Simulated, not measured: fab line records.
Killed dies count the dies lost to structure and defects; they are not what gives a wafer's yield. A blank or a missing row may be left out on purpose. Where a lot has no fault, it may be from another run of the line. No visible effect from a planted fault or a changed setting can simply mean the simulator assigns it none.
Split-lot trial    flow n5Finfet    39 wafers read across 7 lots, on a route 1938 steps long

## SPLIT DETAILS
At N5_BEOL_M5_DEP_56 (deposits SiCN from 3MS/NH3, target thk 8 nm, time 14 s), the setting targetThkA was moved away from the recipe's 80 angstrom on 12 of the 39 wafers read, by -50.9% to +24.6%. The other wafers ran this setting at the recipe's value.

The split's own step is where the reading is taken.

## THE READING
SiCN_of_BEOL_M5_DEP_56.thkNm (the simulator's own value, which no gauge read), in nm, at N5_BEOL_M5_DEP_56 (deposits SiCN from 3MS/NH3, target thk 8 nm, time 14 s). The file gives no usual value for it. Average 8.0 nm, standard deviation 0.21 nm, over the 27 wafers here run with the recipe.

wafer   tool, chamber at the split  targetThkA as run, angstrom  against the recipe  SiCN_of_BEOL_M5_DEP_56.thkNm, nm  against lot-mates on the recipe
L078.1  pecvd-04, 0                 80                           recipe              7.6                               -
L078.2  pecvd-04, 1,0,1,0           80                           recipe              7.8                               -
L078.3  pecvd-04, 1,0,1,0           80                           recipe              7.8                               -
L078.4  pecvd-04, 1,0,1,0           80                           recipe              7.8                               -
L078.5  pecvd-04, 1,0,1,0           80                           recipe              7.8                               -
L078.6  pecvd-04, 1                 80                           recipe              8                                 -
L080.1  pecvd-03, 1                 80                           recipe              8.2                               -
L080.6  pecvd-03, 1                 80                           recipe              8.2                               -
L080.2  pecvd-03, 2                 58.39                        -27.0%              5.8                               -2.5
L080.3  pecvd-03, 0                 58.39                        -27.0%              6                                 -2.3
L080.4  pecvd-03, 2                 58.39                        -27.0%              6.2                               -2.1
L080.5  pecvd-03, 0                 80                           recipe              8.4                               -
L083.2  pecvd-02, 0                 80                           recipe              7.8                               -
L083.3  pecvd-02, 1                 80                           recipe              8                                 -
L083.5  pecvd-02, 1                 80                           recipe              8.2                               -
L087.1  pecvd-03, 0                 50.82                        -36.5%              5.2                               -2.9
L087.5  pecvd-03, 0                 50.82                        -36.5%              5.2                               -2.9
L087.2  pecvd-03, 2,1               80                           recipe              8                                 -
L087.3  pecvd-03, 2,1               80                           recipe              8                                 -
L087.4  pecvd-03, 1                 50.82                        -36.5%              5                                 -3.1
L087.6  pecvd-03, 2                 80                           recipe              8.2                               -
L090.1  pecvd-04, 1                 80                           recipe              8                                 -
L090.6  pecvd-04, 1                 80                           recipe              8                                 -
L090.2  pecvd-04, 2,0,2             39.3                         -50.9%              3.8                               -4.1
L090.4  pecvd-04, 2,0,2             39.3                         -50.9%              3.8                               -4.1
L090.5  pecvd-04, 2,0,2             39.3                         -50.9%              3.8                               -4.1
L090.3  pecvd-04, 0                 80                           recipe              7.8                               -
L096.1  pecvd-03, 2,1,2             80                           recipe              8.2                               -
L096.4  pecvd-03, 2,1,2             80                           recipe              8.2                               -
L096.5  pecvd-03, 2,1,2             80                           recipe              8.2                               -
L096.2  pecvd-03, 1                 99.7                         +24.6%              10                                +1.8
L096.3  pecvd-03, 0                 99.7                         +24.6%              10.2                              +2.0
L096.6  pecvd-03, 0                 99.7                         +24.6%              10.2                              +2.0
L097.1  pecvd-02, 2,0               80                           recipe              7.6                               -
L097.3  pecvd-02, 2,0               80                           recipe              7.6                               -
L097.2  pecvd-02, 1,2,1             80                           recipe              8                                 -
L097.5  pecvd-02, 1,2,1             80                           recipe              8                                 -
L097.6  pecvd-02, 1,2,1             80                           recipe              8                                 -
L097.4  pecvd-02, 0                 80                           recipe              7.8                               -
The file does not say which wafer passed through which chamber wherever a row lists several chambers: such a row stands for several wafers.

THE FIT
A straight line over all 39 wafers: SiCN_of_BEOL_M5_DEP_56.thkNm changes by +0.0809 nm for each +1% of targetThkA; r = +0.99; the points scatter about the line by 0.2 nm.
The same after taking each lot's own level away (the mean of its wafers on the recipe; 39 wafers): +0.0809 nm for each +1%; r = +1.00; scatter 0.13 nm.
The reading moves by 4.1 nm for the largest change in targetThkA, on that fit.
Measured against the standard deviation above, the lots' own levels, which go from 7.80 to 8.27 nm, span 2.2 times it.
Consequently the slope shifts little with the lot-to-lot level, the two slopes agreeing.
Check: with one of the wafers moved furthest among these (-50.9%) left out of the fit, the line predicts -4.13 nm for it against its lot-mates. It came out at -4.13 nm against them.

## THESE WAFERS: OTHER SPLITS
Before the reading, these wafers also passed through other splits. Each is held against what the fit with the lots' levels taken away leaves over:
other split on the same wafers            wafers away from the commonest value  r with SiCN_of_BEOL_M5_DEP_56.thkNm (lot level and that fit taken away)
N5_FIN_SAQP_PECVD_48 timeS                15                                    -0.10
N5_BEOL_M0_SAQP_SPACER1_ALD_98 aldCycles  6                                     +0.06
N5_BEOL_M1_ILD_DEP_00 targetThkA          15                                    +0.12
N5_BEOL_M3_TRENCH_ETCH_37 targetDepthA    18                                    -0.03
N5_BEOL_M4_CVD_47 targetThkA              15                                    -0.02

## FILE'S OWN FIT
SiCN_of_BEOL_M5_DEP_56.thkNm changes by +0.0811 nm for each +1% of targetThkA, r = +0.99.
